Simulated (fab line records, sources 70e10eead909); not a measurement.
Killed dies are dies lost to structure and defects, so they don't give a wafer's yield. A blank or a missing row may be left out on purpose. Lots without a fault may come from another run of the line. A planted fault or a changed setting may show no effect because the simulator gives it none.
fab line records | flow nand_harc
record lots=5 wafers=15 last_day=24
route steps=1159 shown A_M1@1035 A_BONDPAD@1059 END@1159
lots that met no fault: from a run of the same line without faults
start_h: hours from the record's first day to the start of the lot's first wafer shown | wait_h: hours since the lot's step before | " the same as in the row above | L1.1+2: a row that stands for several wafers | - no value, or no start given | * or withheld: withheld | < > ~ a bound
route shown NAME@n: a module of which the file shows steps, and the number in the route of the first | usual: mean/standard deviation of fault-free wafers | same: alike in all rows | chamber/n: place in a boat | sites: the reading at each site | _std_site: their standard deviation | _edge_site: outer sites' mean less inner sites' | radius_mm: how far each site lies from the wafer's centre | mask NAME#n: copy n | behind: the tool/chamber that last shaped the wafer | hold: why the lot was held/for how many hours/how that ended | device: the transistor (n, p or np) that didn't switch | end of line: the same wafers' tests at the end of the route | a step without rows: its recipe alone | killed: dies lost to structure and defects at the first sort, not the wafer's yield | map: a wafer's dies, x killed, . not, _ none there
set.NAME: the setting as run; set.NAME@STEP: as run at that earlier step | model.NAME: the simulator's own value behind a step, which no gauge read
lots at some steps of the route; a table a step, a row a wafer
services: from which hour (start_h, from the record's first day; less than 0 if before it) a tool's chamber was out of use, for how many hours, and why
## steps
# step NHARC_A_M1_DEVELOP_08
# recipe develop_time_s=35 dev_temp_c=23
# step NHARC_A_M1_CD_MEAS_09
# recipe target_cd_nm=120 landing_energy_ev=500
# usual cd_nm=119.7/0.46
# columns lot.wafer tool chamber start_h wait_h cd_nm
L797.1 cd_sem-03 0 412.11 - 120.0
L797.3 " 0 " " 120.5
L797.4 " 0 " " 119.6
L796.2 cd_sem-01 0 432.14 - 119.2
L796.4 " 0 " " 119.7
L796.6 " 0 " " 119.5
L807.1 cd_sem-02 0 494.33 - 120.0
L807.2 " 0 " " 119.8
L807.3 " 0 " " 119.3
L810.1 cd_sem-01 0 516.87 - 119.7
L810.3 " 0 " " 120.3
L810.5 " 0 " " 119.8
L808.2 cd_sem-02 0 529.21 - 118.8
L808.4 " 0 " " 119.0
L808.5 " 0 " " 118.8
# step NHARC_A_M1_OVL_MEAS_10
# recipe pitch_nm=240
# usual overlay_x_nm=-0.1/0.8 overlay_y_nm=-0.1/0.66
# columns lot.wafer tool chamber start_h wait_h overlay_x_nm overlay_y_nm
L797.1 overlay-02 - 412.20 - -0.6 -1.3
L797.3 " - " " -0.1 -0.9
L797.4 " - " " -0.5 -0.6
L796.2 overlay-02 - 432.23 - 1.0 -0.2
L796.4 " - " " 0.7 -0.1
L796.6 " - " " 1.3 0.2
L807.1 overlay-02 - 494.41 - -1.3 1.0
L807.2 " - " " -1.0 0.8
L807.3 " - " " -1.4 0.4
L810.1 overlay-02 - 516.95 - -1.3 -0.3
L810.3 " - " " -0.2 0.0
L810.5 " - " " -0.1 0.2
L808.2 overlay-01 - 529.29 - 0.1 -0.9
L808.4 " - " " 0.2 -0.5
L808.5 " - " " -0.2 -0.6
# step NHARC_A_M1_INSPECT_11
# usual raw_defect_count=30/15
# columns lot.wafer tool chamber start_h wait_h raw_defect_count
L797.1 defect_inspect-02 - 412.24 0.0 33
L797.3 " - " " 32
L797.4 " - " " 30
L796.2 defect_inspect-02 - 432.26 0.0 6
L796.4 " - " " 14
L796.6 " - " " 14
L807.1 defect_inspect-02 - 494.45 0.0 32
L807.2 " - " " 30
L807.3 " - " " 40
L810.1 defect_inspect-02 - 516.99 0.0 17
L810.3 " - " " 23
L810.5 " - " " 20
L808.2 defect_inspect-02 - 529.33 0.0 29
L808.4 " - " " 18
L808.5 " - " " 43
# step NHARC_A_M1_DESCUM_14
# recipe time_s=3 o2_flow_sccm=200 ar_flow_sccm=0 bias_power_w=0 chemistry=O2
# usual drypump_motor_current_A=5.8/0.43 oes_product_au=0.999/0.0065 rf_vpp_V=58.0/0.9 showerhead_plenum_p_Torr=1.92/0.081 throttle_valve_pct=11.312/0.01
# columns lot.wafer tool chamber start_h wait_h drypump_motor_current_A oes_product_au rf_hours_counter_h rf_vpp_V showerhead_plenum_p_Torr throttle_valve_pct
L797.4 rie_diel-12 3 412.30 0.1 6.2 0.996 2 58.4 1.78 11.312
L797.3 " 0 " " 6.1 1.000 2 58.8 1.89 11.300
L797.1 " 2 " " 6.5 1.001 2 56.8 1.91 11.307
L796.4 rie_diel-01 1 432.34 0.1 5.4 0.992 8 57.6 1.92 11.302
L796.2 " 2 " " 5.3 0.992 8 59.0 2.06 11.308
L796.6 " 0 " " 5.5 1.000 - 58.9 2.04 11.313
L807.1 rie_diel-12 3 494.51 0.1 6.1 0.999 8 58.5 1.78 11.329
L807.2 " 0 " " 6.1 0.990 7 56.5 1.89 11.298
L807.3 " 2 " " 6.5 0.993 8 57.4 1.91 11.333
L810.1 rie_diel-12 0 517.05 0.1 6.1 0.992 10 57.1 1.89 11.311
L810.3 " 1 " " 5.5 1.006 10 57.6 1.82 11.313
L810.5 " 0 " " 6.1 0.993 - 58.6 1.89 11.323
L808.4 rie_diel-01 2 529.40 0.1 5.3 0.992 2 57.4 2.06 11.307
L808.2 " 0 " " 5.5 1.005 2 58.9 2.04 11.310
L808.5 " 2 " " 5.3 0.990 - 56.3 2.06 11.312
# step NHARC_A_M1_ETCH_35
# recipe target_depth_a=400 overetch_a=120 time_s=43.94 ion_energy_ev=200 n2_flow_sccm=150 h2_flow_sccm=150 ar_flow_sccm=0 rf_w=400 bias_w=150 chemistry=N2/H2
# step NHARC_A_M1_ETCH_15
# recipe target_depth_a=1825 time_s=91.2 c4f8_flow_sccm=withheld ar_flow_sccm=400 rf_w=600 bias_w=300 chemistry=C4F8/Ar
# step NHARC_A_M1_CD_MEAS_16
# usual cd_nm=119.8/0.6
# columns lot.wafer tool chamber start_h wait_h cd_nm
L797.1 cd_sem-01 - 412.60 - 119.1
L797.3 " - " " 119.7
L797.4 " - " " 119.1
L796.2 cd_sem-01 - 432.63 - 119.4
L796.4 " - " " 119.2
L796.6 " - " " 118.6
L807.1 cd_sem-01 - 494.93 - 119.4
L807.2 " - " " 120.2
L807.3 " - " " 119.7
L810.1 cd_sem-03 - 517.40 - 119.6
L810.3 " - " " 121.0
L810.5 " - " " 119.9
L808.2 cd_sem-03 - 529.70 - 118.9
L808.4 " - " " 119.3
L808.5 " - " " 119.0
# step NHARC_A_M1_STRIP_18
# recipe power_w=1000 n2_flow_sccm=150 h2_flow_sccm=150 ar_flow_sccm=0 bias_w=0 chemistry=N2/H2
# step NHARC_A_M1_ETCH_28
# recipe target_depth_a=300 over_etch_frac=0.3 time_s=72.99 ion_energy_ev=150 cf4_flow_sccm=50 n2_flow_sccm=100 ar_flow_sccm=150 rf_w=300 bias_w=100 chemistry=CF4/N2
# step NHARC_A_M1_STRIP_19
# recipe time_s=600 temp_c=30 chemistry=post_etch_residue_remover
# step NHARC_A_M1_DEGAS_29
# recipe temp_c=250 time_s=60
# usual heater_power_w=338/49
# columns lot.wafer tool chamber start_h wait_h heater_power_w
L797.3 pvd_sputter-02 - 413.75 - 428
L797.4 " - " " 352
L797.1 " - " " 307
L796.4 pvd_sputter-03 - 433.37 - 401
L796.2 " - " " 291
L796.6 " - " " 410
L807.1 pvd_sputter-02 - 495.71 - 310
L807.2 " - " " 418
L807.3 " - " " 309
L810.1 pvd_sputter-03 - 518.18 - 304
L810.3 " - " " 406
L810.5 " - " " 382
L808.2 pvd_sputter-01 - 530.42 - 343
L808.4 " - " " 286
L808.5 " - " " 254
# step NHARC_A_M1_PRE_CLEAN_30
# recipe time_s=30 temp_c=280 gas=H2/He
# usual heater_power_w=417/60
# columns lot.wafer tool chamber start_h wait_h heater_power_w
L797.3 pvd_sputter-02 - 413.79 - 392
L797.4 " - " " 378
L797.1 " - " " 435
L796.2 pvd_sputter-03 - 433.41 - 480
L796.4 " - " " 367
L796.6 " - " " 368
L807.1 pvd_sputter-02 - 495.77 - 385
L807.2 " - " " 377
L807.3 " - " " 510
L810.3 pvd_sputter-03 - 518.25 - 374
L810.1 " - " " 474
L810.5 " - " " 485
L808.2 pvd_sputter-01 - 530.52 - 417
L808.4 " - " " 308
L808.5 " - " " 421
# step NHARC_A_M1_PVD_20
# recipe target_thk_a=50 bias_v=168.6 power_w=15000 chamber_pressure_pa=0.12 time_s=8.06 substrate_temp_c=50 material=TaN
# step NHARC_A_M1_PVD_21
# recipe target_thk_a=300 chamber_pressure_pa=5 power_w=5000 substrate_temp_c=30 time_s=20.49 material=Cu
# step NHARC_A_M1_ECD_22
# recipe target_thk_a=4000 bath_temp_c=25 material=Cu
# step NHARC_A_M1_ANNEAL_31
# recipe temp_c=225 time_s=90
# step NHARC_A_M1_CMP_23
# recipe t_overpolish_s=20 target_thk_nm=154.34
# step NHARC_A_M1_THK_MEAS_24
# recipe thk_meas_gauge=xrf
# usual thk_nm=154.7/1.4
# columns lot.wafer tool chamber start_h wait_h thk_nm
L797.1 film_metro-02 - 415.18 - 154.5
L797.3 " - " " 155.3
L797.4 " - " " 155.2
L796.2 film_metro-02 - 434.76 - 154.4
L796.4 " - " " 154.0
L796.6 " - " " 157.1
L807.1 film_metro-02 - 497.10 - 152.6
L807.2 " - " " 155.8
L807.3 " - " " 155.0
L810.1 film_metro-02 - 519.60 - 154.2
L810.3 " - " " 154.6
L810.5 " - " " 153.3
L808.2 film_metro-02 - 531.86 - 153.1
L808.4 " - " " 154.2
L808.5 " - " " 152.8
# step NHARC_A_M1_SRD_25
# step NHARC_A_M1_PRE_CLEAN_32
# recipe time_s=12 temp_c=370 rf_power_w=300 gas=NH3
# usual heater_power_outer_w=378/67 heater_power_w=671/110
# columns lot.wafer tool chamber start_h wait_h heater_power_outer_w heater_power_w
L797.3 pecvd-04 1 415.42 0.1 382 657
L797.1 " 2 " " 285 564
L797.4 " 0 " " 383 689
L796.2 pecvd-01 0 435.02 0.1 338 553
L796.6 " 1 " " 531 974
L796.4 " 2 " " 369 693
L807.2 pecvd-04 1 497.33 0.1 403 728
L807.1 " 2 " " 327 639
L807.3 " 0 " " 421 735
L810.3 pecvd-01 2 519.84 0.1 345 697
L810.1 " 0 " " 356 575
L810.5 " 1 " " 463 857
L808.2 pecvd-04 0 532.16 0.1 381 654
L808.4 " 0 " " 385 672
L808.5 " 1 " " 360 643
# step NHARC_A_M1_DEP_33
# recipe target_thk_a=300 temp_c=370 target_thk_nm=30 pressure_torr=3 flow_sccm=200 rf_w=450 material=SiCN
# step NHARC_A_BONDPAD_DEP_00
# recipe target_thk_a=2500 temp_c=370 target_thk_nm=250 pressure_torr=3 flow_sccm=200 rf_w=450 material=SiCN
# step NHARC_A_BONDPAD_CMP_29
# recipe target_thk_nm=200 material=SiCN
# usual motor_current_A=12.2/1.4
# columns lot.wafer tool chamber start_h wait_h motor_current_A
L797.1 cmp-01 3 416.45 - 11.2
L797.4 " 1 " " 13.5
L797.3 " 2 " " 11.0
L796.4 cmp-01 2 436.08 - 10.7
L796.2 " 3 " " 11.3
L796.6 " 1 " " 13.1
L807.3 cmp-02 2 498.37 - 13.0
L807.1 " 3 " " 11.6
L807.2 " 0 " " 13.8
L810.1 cmp-02 0 520.86 - 12.8
L810.3 " 3 " " 12.9
L810.5 " 0 " " 12.6
L808.4 cmp-01 3 533.23 - 10.7
L808.2 " 0 " " 10.1
L808.5 " 3 " " 11.2
# step NHARC_A_BONDPAD_THK_MEAS_30
# recipe thk_meas_gauge=ellipsometry
# usual thk_nm=200.0/1.5
# columns lot.wafer tool chamber start_h wait_h thk_nm
L797.1 film_metro-02 - 416.71 0.2 196.3
L797.3 " - " " 200.6
L797.4 " - " " 200.5
L796.2 film_metro-02 - 436.28 0.2 197.2
L796.4 " - " " 197.9
L796.6 " - " " 201.0
L807.1 film_metro-02 - 498.62 0.2 201.9
L807.2 " - " " 200.0
L807.3 " - " " 202.4
L810.1 film_metro-02 - 521.12 0.2 200.0
L810.3 " - " " 200.2
L810.5 " - " " 198.0
L808.2 film_metro-02 - 533.46 0.2 199.0
L808.4 " - " " 199.9
L808.5 " - " " 197.8
# step NHARC_A_BONDPAD_SRD_31
# step NHARC_A_BONDPAD_DEHYDRATE_01
# recipe temp_c=150 time_s=120
# step NHARC_A_BONDPAD_HMDS_02
# recipe time_s=30
# step NHARC_A_BONDPAD_COAT_33
# recipe temp_c=200 time_s=65
# step NHARC_A_BONDPAD_COAT_03
# recipe spin_rpm=2000 resist_thk_nm=600
# step NHARC_A_BONDPAD_SOFTBAKE_04
# recipe temp_c=125 time_s=70
# step NHARC_A_BONDPAD_EBR_05
# step NHARC_A_BONDPAD_EXPOSE_06
# recipe na=0.55 dose_mj=36.99 mask_id=A_BPAD
# step NHARC_A_BONDPAD_PEB_07
# recipe peb_temp_c=128 peb_time_s=80
# step NHARC_A_BONDPAD_DEVELOP_08
# recipe time_s=50 dev_temp_c=22
# step NHARC_A_BONDPAD_CD_MEAS_09
# recipe target_cd_nm=500 landing_energy_ev=500
# usual cd_nm=500.2/1.6
# columns lot.wafer tool chamber start_h wait_h cd_nm
L797.1 cd_sem-03 0 417.15 - 501.7
L797.3 " 0 " " 500.9
L797.4 " 0 " " 502.2
L796.2 cd_sem-01 0 436.73 - 497.4
L796.4 " 0 " " 498.2
L796.6 " 0 " " 498.7
L807.1 cd_sem-02 0 499.19 - 501.1
L807.2 " 0 " " 503.5
L807.3 " 0 " " 500.4
L810.1 cd_sem-02 0 521.69 - 501.2
L810.3 " 0 " " 500.9
L810.5 " 0 " " 501.8
L808.2 cd_sem-02 0 534.03 - 500.0
L808.4 " 0 " " 499.6
L808.5 " 0 " " 498.3
# step NHARC_A_BONDPAD_OVL_MEAS_35
# usual overlay_x_nm=0/5.5 overlay_y_nm=-2/6.6
# columns lot.wafer tool chamber start_h wait_h overlay_x_nm overlay_y_nm
L797.1 overlay-02 - 417.24 - 1 0
L797.3 " - " " 1 -1
L797.4 " - " " 0 -1
L796.2 overlay-02 - 436.83 - 9 -9
L796.4 " - " " 9 -9
L796.6 " - " " 9 -9
L807.1 overlay-02 - 499.28 - 11 1
L807.2 " - " " 11 2
L807.3 " - " " 11 1
L810.1 overlay-02 - 521.78 - -7 -1
L810.3 " - " " -7 0
L810.5 " - " " -7 0
L808.2 overlay-02 - 534.12 - -5 0
L808.4 " - " " -5 0
L808.5 " - " " -5 0
# step NHARC_A_BONDPAD_HARDBAKE_10
# recipe temp_c=118 time_s=65
# step NHARC_A_BONDPAD_DESCUM_11
# recipe time_s=3 o2_flow_sccm=200 ar_flow_sccm=0 bias_power_w=0 chemistry=O2
# usual drypump_motor_current_A=5.5/0.52 oes_product_au=0.999/0.0076 rf_vpp_V=57.6/0.87 showerhead_plenum_p_Torr=1.90/0.064 throttle_valve_pct=11.311/0.0088
# columns lot.wafer tool chamber start_h wait_h drypump_motor_current_A oes_product_au rf_hours_counter_h rf_vpp_V showerhead_plenum_p_Torr throttle_valve_pct
L797.4 rie_diel-06 3 417.37 - 5.4 1.005 6 59.5 1.94 11.315
L797.3 " 0 " " 4.8 1.005 6 57.4 1.92 11.319
L797.1 " 1 " " 5.8 1.002 6 57.6 1.81 11.312
L796.2 rie_diel-06 2 436.97 - 6.3 1.001 0 58.2 1.90 11.322
L796.4 " 3 " " 5.3 0.998 0 56.9 1.94 11.320
L796.6 " 1 " " 5.8 1.002 - 55.5 1.81 11.305
L807.1 rie_diel-06 3 499.40 - 5.3 1.000 2 59.1 1.94 11.318
L807.2 " 0 " " 4.8 0.992 2 56.4 1.92 11.309
L807.3 " 1 " " 5.8 0.992 2 58.3 1.81 11.315
L810.3 rie_diel-03 1 521.92 - 5.6 0.987 20 59.1 2.03 11.313
L810.1 " 2 " " 5.4 0.984 21 58.5 1.97 11.304
L810.5 " 3 " " 6.3 0.980 - 58.0 1.97 11.311
L808.2 rie_diel-06 2 534.26 - 6.3 0.998 4 59.1 1.90 11.319
L808.4 " 3 " " 5.4 1.000 4 58.7 1.94 11.313
L808.5 " 0 " " 4.8 0.995 - 56.8 1.92 11.306
# step NHARC_A_BONDPAD_ETCH_34
# recipe target_depth_a=600 overetch_a=180 time_s=65.91 ion_energy_ev=200 n2_flow_sccm=150 h2_flow_sccm=150 ar_flow_sccm=0 rf_w=400 bias_w=150 chemistry=N2/H2
# step NHARC_END_SORT_01
# recipe temp_c=25
# usual defect_limited_yield=95.7/1.5 killed_at_array=25/9.8 killed_at_other=0.8/1.1 killed_at_periphery=3.3/2.1 killed_dies=29/10 killed_open=3.3/1.8 killed_short=1.9/1.4 sort_bin_2_pct=1.3/0.6 sort_bin_3_pct=0.25/0.23 sort_bin_4_pct=2.8/0.97 sort_n_pass=648/10 sort_rim_yield_pct=95/3.2 sort_yield_pct=95.7/1.5
# same gross_dies=677 sort_bin_5_pct[%]=0 sort_bin_6_pct[%]=0 sort_bin_7_pct[%]=0 sort_bin_8_pct[%]=0 sort_rim_n_gross=106.00
# columns lot.wafer tool chamber start_h wait_h defect_limited_yield[%] killed_at_array killed_at_other killed_at_periphery killed_dies killed_open killed_short sort_bin_2_pct[%] sort_bin_3_pct[%] sort_bin_4_pct[%] sort_n_pass sort_rim_yield_pct[%] sort_yield_pct[%]
L796.2 prober-02 0 481.10 2.8 98.1 6 1 6 13 2 1 0.7 0.15 1.0 664 97 98.1
L807.2 prober-01 0 532.23 2.8 80.1 132 1 2 135 7 3 8.3 5.47 6.2 542 93 80.1
# killed by level:class
L796.2 P_ZERO_WELL:chamber_film_flake=4 P_M1:geometric_particle:open=1 A_CHANNEL_FILL_D1:geometric_particle:short=1 A_M0:geometric_particle:open=1 P_GATE:chamber_film_flake=1 A_CHANNEL_HOLE_D1:chamber_film_flake=1 A_WL_FILL:chamber_film_flake=1 A_CONTACT:chamber_film_flake=1
L807.2 A_M1:unspecified=98 A_CHANNEL_HOLE_D1:chamber_film_flake=15 A_STAIRCASE:chamber_film_flake=5 A_CONTACT:chamber_film_flake=3 A_SGD_CUT:geometric_particle:short=2 A_CONTACT:geometric_particle:open=2 A_WL_FILL:chamber_film_flake=2 P_GATE:geometric_particle:open=1
# map L807.2 (x killed, . not)
____________.____________
_________......._________
_______....x.....x_______
______.............______
_____.........x....._____
____.x...x...........____
____...x.............____
___x..x.xx....x.......___
___xxxxxxxx.x.........___
__.xxxxxxx..x..........__
__..xxxxxxxx..x........__
_..xxxxxxxx..x.........._
_..xxxxxxxxx............_
_.xxxxxxxxxx..x.......x._
_..xxxxxxxxx........x..._
_.xxxxxxxxx............._
....xxxxxxx.x........x...
..x.xxxxxx...............
...xxxx.x................
....xxx.x.............x..
.........x...............
_.....................x._
_..x...........x........_
_................x...x.._
_.................x..x.._
_................x.x..x._
__.x.............x.x...__
__................xx...__
___.......x.........x.___
___.................x.___
____.............x..x____
____.................____
_____..............._____
______......x......______
_______..........._______
_________.x....._________
____________.____________
# map L797.1 (x killed, . not)
____________.____________
_________......._________
_______x.........._______
______..x..........______
_____..x.x.........._____
____...xx............____
____x..............x.____
___...................___
___...................___
__..............x......__
__.....................__
_......................._
_.......x..............._
_...................x..._
_................x......_
_......................._
.........................
...x.....................
.........................
.........x...........x...
......x....x...x........x
_......................._
_x......................_
_......................._
_xxx.............x......_
_.xx...................._
__xx......x............__
__x....................__
___..x................___
___...................___
____.................____
____.................____
_____..............._____
______.............______
_______..........._______
_________......._________
____________.____________
## services
# columns tool chamber start_h hours kind
pvd_sputter-02 - 392.06 10.0 pm
rie_diel-03 - 392.33 9.0 pm
rie_diel-06 0 397.20 - clean
rie_diel-06 1 397.20 - clean
rie_diel-06 2 397.20 - clean
rie_diel-06 3 397.20 - clean
rie_diel-03 1 413.39 7.9 repair
pecvd-01 - 418.14 13.0 pm
rie_diel-06 - 418.20 9.0 pm
rie_diel-06 0 418.20 9.0 vent_cycle
rie_diel-06 1 418.20 9.0 vent_cycle
pvd_sputter-01 - 423.68 14.6 repair
cmp-02 - 440.17 4.0 pm
cmp-01 - 440.52 10.1 repair
pecvd-01 1 440.65 8.3 repair
pvd_sputter-01 - 452.56 1.1 repair
pvd_sputter-03 - 456.19 2.4 repair
cmp-01 - 473.50 4.0 pm
rie_diel-01 1 484.35 9.2 repair
pvd_sputter-03 - 487.68 5.5 repair
rie_diel-01 - 491.80 9.0 pm
rie_diel-12 3 505.16 14.6 repair
pecvd-01 0 508.29 8.7 repair
pvd_sputter-01 - 518.03 10.0 pm
## key
first_sign step=NHARC_END_SORT_01 reading=killed_at_array direction=up sigmas=11 usual=25 struck=132
effect step=NHARC_END_SORT_01 reading=defect_limited_yield direction=down sigmas=10 usual=95.7 struck=80.1
more_kills_born_at NHARC_A_M1_PRE_CLEAN_30@pvd_sputter-02=98
met_at NHARC_A_M1_PRE_CLEAN_30
struck_wafers L807.2
onset_between 413.79 495.77
fault kind=chamber_particle_source tool=pvd_sputter-02 chamber=- onset_h=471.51 steps=NHARC_A_M1_PRE_CLEAN_30 rate_per_visit_cm2=1.7138 end_h=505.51 scope=struck_wafers_only
